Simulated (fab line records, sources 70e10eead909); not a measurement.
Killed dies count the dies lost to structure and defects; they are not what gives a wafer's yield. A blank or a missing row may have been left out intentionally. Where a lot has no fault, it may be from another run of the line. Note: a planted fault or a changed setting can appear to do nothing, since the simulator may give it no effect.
Chamber matching | flow nand harc | 4 sister chambers for NHARC_A_ZERO_WELL_ETCH_19 on rie diel-11
The step etches the open film in N2/H2, target depth 80 nm, overetch 24 nm, time 87.88 s. 8 wafers are shown with their chamber, then 6 later ones without.

== EACH WAFER AND ITS CHAMBER ==
wafer  | chamber | rf vpp V (V) | oes product au (a.u.)
L777.4 | 1       | 431.3        | 1.003
L784.1 | 1       | 431.5        | 0.999
L785.5 | 3       | 428.0        | 1.003
L785.6 | 2       | 431.1        | 0.997
L788.5 | 0       | 426.9        | 0.986
L789.3 | 3       | 429.2        | 1.009
L789.4 | 0       | 428.4        | 0.992
L789.5 | 2       | 429.7        | 1.016

== WAFERS WITH NO CHAMBER GIVEN ==
wafer  | rf vpp V (V) | oes product au (a.u.)
L798.1 | 432.3        | 1.013
L798.2 | 431.7        | 0.996
L798.3 | 429.0        | 1.009
L799.2 | 428.2        | 1.010
L799.3 | 426.5        | 0.987
L799.6 | 429.8        | 1.021

== WHICH CHAMBER EACH WENT THROUGH ==
wafer  | from the rows above          | in truth
L798.1 | can't be placed: 1 or 2      | 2
L798.2 | can't be placed: 1 or 2      | 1
L798.3 | can't be placed: 3 or 2      | 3
L799.2 | can't be placed: 3 or 2      | 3
L799.3 | 0                            | 0
L799.6 | can't be placed: 2 or 3 or 1 | 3
Correct placement for 1 of the 6. Cannot be placed on the basis of these rows: 5; the candidates contain the true chamber in 5. Placed wrongly: 0.
How it was worked out, from the rows above alone: a wafer's distance from a chamber is the root of the sum, over the readings, of the square of ((its reading less the chamber's mean) divided by the reading's scatter). If the next closest chamber is less than 2 further off than the closest, the wafer can't be placed; otherwise it belongs to the closest. A chamber's mean is the mean of its shown wafers. The scatter: the root of (the sum of the squares of (reading less its chamber's mean) over the shown wafers, divided by (wafers less chambers)).
